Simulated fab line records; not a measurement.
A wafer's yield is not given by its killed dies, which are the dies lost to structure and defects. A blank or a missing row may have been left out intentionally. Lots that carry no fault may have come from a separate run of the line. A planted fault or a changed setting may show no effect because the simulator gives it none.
Chamber matching + flow n5Finfet + pecvd-04 running N5_BEOL_M14_ILD_DEP_00: 3 sister chambers
The step deposits SiO2 from TEOS/O2, target thk 1119.3 nm, time 237.4 s. 14 wafers are shown with their chamber, then 7 later ones without.

## WAFERS PAIRED WITH THEIR CHAMBERS
| wafer  | chamber | throttleValvePct (%) | showerheadPlenumPTorr (Torr) | heaterPowerW (W) |
|--------|---------|----------------------|------------------------------|------------------|
| L074.1 | 1       | 19.8                 | 8.32                         | 674              |
| L074.3 | 2       | 17.7                 | 8.37                         | 398              |
| L074.5 | 1       | 19.7                 | 8.31                         | 521              |
| L085.2 | 2       | 17.7                 | 8.37                         | 482              |
| L085.5 | 2       | 17.7                 | 8.35                         | 364              |
| L085.6 | 0       | 17.4                 | 8.27                         | 393              |
| L084.2 | 0       | 17.8                 | 8.29                         | 384              |
| L084.5 | 2       | 17.6                 | 8.35                         | 455              |
| L084.6 | 1       | 19.7                 | 8.31                         | 525              |
| L086.1 | 1       | 19.6                 | 8.33                         | 576              |
| L086.3 | 2       | 17.7                 | 8.35                         | 487              |
| L086.5 | 2       | 17.8                 | 8.35                         | 377              |
| L088.2 | 2       | 17.7                 | 8.38                         | 422              |
| L088.3 | 1       | 19.4                 | 8.30                         | 681              |

SIGNATURES (means of the wafers above)
| reading               | chamber 0 | chamber 1 | chamber 2 | scatter within a chamber |
|-----------------------|-----------|-----------|-----------|--------------------------|
| throttleValvePct      | 17.600    | 19.640    | 17.700    | 0.132                    |
| showerheadPlenumPTorr | 8.2800    | 8.3140    | 8.3600    | 0.0125                   |
| heaterPowerW          | 388.50    | 595.40    | 426.43    | 59.7                     |
Rule: a wafer's distance from a chamber is the root of the sum, over the readings, of the square of ((its reading less the chamber's mean) divided by the reading's scatter). If the next closest chamber is less than 2 further off than the closest, the wafer can't be placed; otherwise it belongs to the closest. How the scatter is found: for the shown wafers, subtract from each reading the mean of its chamber, square and add these, divide the total by (wafers less chambers), then take the root.

## WAFERS WITHOUT THEIR CHAMBER
| wafer  | throttleValvePct (%) | showerheadPlenumPTorr (Torr) | heaterPowerW (W) |
|--------|----------------------|------------------------------|------------------|
| L088.4 | 17.7                 | 8.30                         | 367              |
| L090.3 | 20.0                 | 8.34                         | 574              |
| L090.4 | 19.9                 | 8.32                         | 620              |
| L090.6 | 17.7                 | 8.27                         | 406              |
| L093.2 | 17.8                 | 8.28                         | 396              |
| L093.3 | 19.6                 | 8.32                         | 609              |
| L093.4 | 19.9                 | 8.30                         | 672              |

## WHICH CHAMBER EACH WENT THROUGH
| wafer  | from the rows above | in truth |
|--------|---------------------|----------|
| L088.4 | 0                   | 0        |
| L090.3 | 1                   | 1        |
| L090.4 | 1                   | 1        |
| L090.6 | 0                   | 0        |
| L093.2 | 0                   | 0        |
| L093.3 | 1                   | 1        |
| L093.4 | 1                   | 1        |
Placed correctly: 7 of 7. Left unplaced by these rows: 0. Wrongly placed: 0.
